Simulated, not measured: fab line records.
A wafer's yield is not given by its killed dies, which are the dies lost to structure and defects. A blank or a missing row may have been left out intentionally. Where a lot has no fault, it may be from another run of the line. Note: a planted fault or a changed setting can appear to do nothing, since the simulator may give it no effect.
Chamber matching -- flow nand-harc -- NHARC_P_GATE_DESCUM_31 on rie-diel-13 has 4 sister chambers
The step chemistry O2, time 3 s. 4 wafers are shown with their chamber, then 9 later ones without.

## WAFERS WITH THEIR CHAMBER
wafer,chamber,drypump-motor-current-A (A)
L580.5,2,5.7
L592.2,1,5.1
L592.3,0,5.3
L592.4,3,5.9

## WAFERS MISSING THEIR CHAMBER
wafer,drypump-motor-current-A (A)
L593.2,5.1
L593.3,5.4
L593.5,5.4
L594.1,5.4
L594.3,5.1
L594.6,5.9
L596.1,5.4
L596.3,5.1
L596.4,5.7

## THE CHAMBER EACH PASSED THROUGH
wafer,from the rows above,in truth
L593.2,1,1
L593.3,0,0
L593.5,0,0
L594.1,0,0
L594.3,1,1
L594.6,3,3
L596.1,0,0
L596.3,1,1
L596.4,2,2
Placed correctly: 9 of 9. Left unplaced by these rows: 0. Wrongly placed: 0.
How it was worked out, from the rows above alone: a wafer's distance from a chamber is the root of the sum, over the readings, of the square of ((its reading less the chamber's mean) divided by the reading's scatter). The wafer belongs to the nearest chamber; if the next one is less than 2 further off, it can't be placed. A chamber's mean is the mean of its shown wafers. The scatter: root of mean squared gap, hidden wafer to nearest shown wafer, with one shown wafer a chamber.
